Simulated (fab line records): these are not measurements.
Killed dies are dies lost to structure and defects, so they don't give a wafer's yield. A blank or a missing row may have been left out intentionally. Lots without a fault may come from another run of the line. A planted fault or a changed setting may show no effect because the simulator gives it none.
Chamber matching || flow n5_finfet || N5_FIN_SAQP_PECVD_48 on pecvd-03 has 3 sister chambers
The step deposits SiNx from SiH4/NH3/N2, target thk 25 nm, time 22.1 s. 18 wafers are shown with their chamber, then 9 later ones without.

## WAFERS PAIRED WITH THEIR CHAMBERS
{"wafer": "L074.1", "chamber": 0, "showerhead_plenum_p_Torr (Torr)": 5.24, "throttle_valve_pct (%)": 45, "heater_power_w (W)": 582}
{"wafer": "L074.3", "chamber": 1, "showerhead_plenum_p_Torr (Torr)": 5.01, "throttle_valve_pct (%)": 36, "heater_power_w (W)": 752}
{"wafer": "L074.6", "chamber": 1, "showerhead_plenum_p_Torr (Torr)": 4.99, "throttle_valve_pct (%)": 36, "heater_power_w (W)": 739}
{"wafer": "L077.2", "chamber": 2, "showerhead_plenum_p_Torr (Torr)": 5.06, "throttle_valve_pct (%)": 36, "heater_power_w (W)": 650}
{"wafer": "L077.3", "chamber": 0, "showerhead_plenum_p_Torr (Torr)": 5.25, "throttle_valve_pct (%)": 46, "heater_power_w (W)": 585}
{"wafer": "L077.6", "chamber": 2, "showerhead_plenum_p_Torr (Torr)": 5.06, "throttle_valve_pct (%)": 37, "heater_power_w (W)": 647}
{"wafer": "L079.1", "chamber": 2, "showerhead_plenum_p_Torr (Torr)": 5.07, "throttle_valve_pct (%)": 36, "heater_power_w (W)": 746}
{"wafer": "L079.4", "chamber": 0, "showerhead_plenum_p_Torr (Torr)": 5.24, "throttle_valve_pct (%)": 46, "heater_power_w (W)": 578}
{"wafer": "L079.5", "chamber": 2, "showerhead_plenum_p_Torr (Torr)": 5.08, "throttle_valve_pct (%)": 36, "heater_power_w (W)": 728}
{"wafer": "L081.2", "chamber": 1, "showerhead_plenum_p_Torr (Torr)": 5.00, "throttle_valve_pct (%)": 36, "heater_power_w (W)": 735}
{"wafer": "L081.3", "chamber": 0, "showerhead_plenum_p_Torr (Torr)": 5.24, "throttle_valve_pct (%)": 45, "heater_power_w (W)": 557}
{"wafer": "L081.6", "chamber": 2, "showerhead_plenum_p_Torr (Torr)": 5.06, "throttle_valve_pct (%)": 37, "heater_power_w (W)": 712}
{"wafer": "L083.2", "chamber": 0, "showerhead_plenum_p_Torr (Torr)": 5.24, "throttle_valve_pct (%)": 46, "heater_power_w (W)": 649}
{"wafer": "L083.3", "chamber": 1, "showerhead_plenum_p_Torr (Torr)": 5.00, "throttle_valve_pct (%)": 36, "heater_power_w (W)": 727}
{"wafer": "L083.5", "chamber": 1, "showerhead_plenum_p_Torr (Torr)": 5.00, "throttle_valve_pct (%)": 36, "heater_power_w (W)": 739}
{"wafer": "L086.2", "chamber": 2, "showerhead_plenum_p_Torr (Torr)": 5.07, "throttle_valve_pct (%)": 37, "heater_power_w (W)": 726}
{"wafer": "L086.3", "chamber": 0, "showerhead_plenum_p_Torr (Torr)": 5.24, "throttle_valve_pct (%)": 45, "heater_power_w (W)": 652}
{"wafer": "L086.6", "chamber": 2, "showerhead_plenum_p_Torr (Torr)": 5.07, "throttle_valve_pct (%)": 37, "heater_power_w (W)": 704}

SIGNATURES (means of the wafers above)
{"reading": "showerhead_plenum_p_Torr", "chamber 0": 5.2417, "chamber 1": 5.0000, "chamber 2": 5.0671, "scatter within a chamber": 0.00646}
{"reading": "throttle_valve_pct", "chamber 0": 45.50, "chamber 1": 36.00, "chamber 2": 36.57, "scatter within a chamber": 0.463}
{"reading": "heater_power_w", "chamber 0": 600.50, "chamber 1": 738.40, "chamber 2": 701.86, "scatter within a chamber": 34}
Rule: for a wafer and a chamber, the distance is found by dividing, reading by reading, the gap between the wafer's reading and the chamber's mean by the reading's scatter, squaring, summing and taking the root. If the next closest chamber is less than 2 further off than the closest, the wafer can't be placed; otherwise it belongs to the closest. The scatter is the square root of a quotient: the sum, over the shown wafers, of each reading's squared deviation from its chamber's mean, divided by wafers minus chambers.

## WAFERS WITHOUT THEIR CHAMBER
{"wafer": "L089.1", "showerhead_plenum_p_Torr (Torr)": 5.07, "throttle_valve_pct (%)": 37, "heater_power_w (W)": 738}
{"wafer": "L089.3", "showerhead_plenum_p_Torr (Torr)": 5.24, "throttle_valve_pct (%)": 46, "heater_power_w (W)": 525}
{"wafer": "L089.5", "showerhead_plenum_p_Torr (Torr)": 4.99, "throttle_valve_pct (%)": 36, "heater_power_w (W)": 687}
{"wafer": "L096.2", "showerhead_plenum_p_Torr (Torr)": 5.01, "throttle_valve_pct (%)": 36, "heater_power_w (W)": 772}
{"wafer": "L096.4", "showerhead_plenum_p_Torr (Torr)": 5.07, "throttle_valve_pct (%)": 37, "heater_power_w (W)": 688}
{"wafer": "L096.5", "showerhead_plenum_p_Torr (Torr)": 5.24, "throttle_valve_pct (%)": 45, "heater_power_w (W)": 571}
{"wafer": "L097.3", "showerhead_plenum_p_Torr (Torr)": 5.08, "throttle_valve_pct (%)": 37, "heater_power_w (W)": 677}
{"wafer": "L097.4", "showerhead_plenum_p_Torr (Torr)": 5.06, "throttle_valve_pct (%)": 37, "heater_power_w (W)": 659}
{"wafer": "L097.5", "showerhead_plenum_p_Torr (Torr)": 5.00, "throttle_valve_pct (%)": 36, "heater_power_w (W)": 766}

## WHICH CHAMBER EACH ONE RAN IN
{"wafer": "L089.1", "from the rows above": 2, "in truth": 2}
{"wafer": "L089.3", "from the rows above": 0, "in truth": 0}
{"wafer": "L089.5", "from the rows above": 1, "in truth": 1}
{"wafer": "L096.2", "from the rows above": 1, "in truth": 1}
{"wafer": "L096.4", "from the rows above": 2, "in truth": 2}
{"wafer": "L096.5", "from the rows above": 0, "in truth": 0}
{"wafer": "L097.3", "from the rows above": 2, "in truth": 2}
{"wafer": "L097.4", "from the rows above": 2, "in truth": 2}
{"wafer": "L097.5", "from the rows above": 1, "in truth": 1}
9 of 9 placed correctly. Left unplaced by these rows: 0. Number placed wrongly: 0.
